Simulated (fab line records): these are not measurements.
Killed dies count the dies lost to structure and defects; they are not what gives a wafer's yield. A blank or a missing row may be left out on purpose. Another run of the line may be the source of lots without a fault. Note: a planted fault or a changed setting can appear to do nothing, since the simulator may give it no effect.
Matching of chambers | flow n5Finfet | N5_BEOL_M13_ETCH_59 on rieDiel-05 has 4 sister chambers
The step etches BARC in N2/H2, target depth 89 nm, overetch 26.7 nm, time 67.9 s. 8 wafers are shown with their chamber, then 11 later ones without.

WAFERS WITH THEIR CHAMBER
wafer  | chamber | throttleValvePct (%) | showerheadPlenumPTorr (Torr)
L077.1 | 3       | 17.47                | 2.46
L077.3 | 2       | 17.80                | 2.59
L085.5 | 2       | 17.82                | 2.58
L085.6 | 1       | 17.78                | 2.51
L087.2 | 3       | 17.51                | 2.45
L087.3 | 0       | 18.30                | 2.62
L087.5 | 1       | 17.79                | 2.51
L088.1 | 0       | 18.33                | 2.62

WAFERS MISSING THEIR CHAMBER
wafer  | throttleValvePct (%) | showerheadPlenumPTorr (Torr)
L088.4 | 17.82                | 2.58
L088.5 | 17.51                | 2.45
L091.3 | 17.51                | 2.45
L091.4 | 18.29                | 2.62
L091.6 | 18.31                | 2.62
L090.1 | 17.51                | 2.45
L090.3 | 17.82                | 2.51
L090.5 | 18.34                | 2.62
L095.2 | 18.32                | 2.62
L095.4 | 17.85                | 2.50
L095.6 | 17.85                | 2.57

CHAMBER TAKEN BY EACH
wafer  | from the rows above | in truth
L088.4 | 2                   | 2
L088.5 | 3                   | 3
L091.3 | 3                   | 3
L091.4 | 0                   | 0
L091.6 | 0                   | 0
L090.1 | 3                   | 3
L090.3 | 1                   | 1
L090.5 | 0                   | 0
L095.2 | 0                   | 0
L095.4 | 1                   | 1
L095.6 | 2                   | 2
11 of 11 placed correctly. Number that these rows cannot place: 0. Wrongly placed: 0.
How it was worked out, from the rows above alone: a wafer's distance from a chamber is the root of the sum, over the readings, of the square of ((its reading less the chamber's mean) divided by the reading's scatter). If the next closest chamber is less than 2 further off than the closest, the wafer can't be placed; otherwise it belongs to the closest. For every chamber, the mean is computed from those of its wafers that are shown. The scatter: the root of (the sum of the squares of (reading less its chamber's mean) over the shown wafers, divided by (wafers less chambers)).
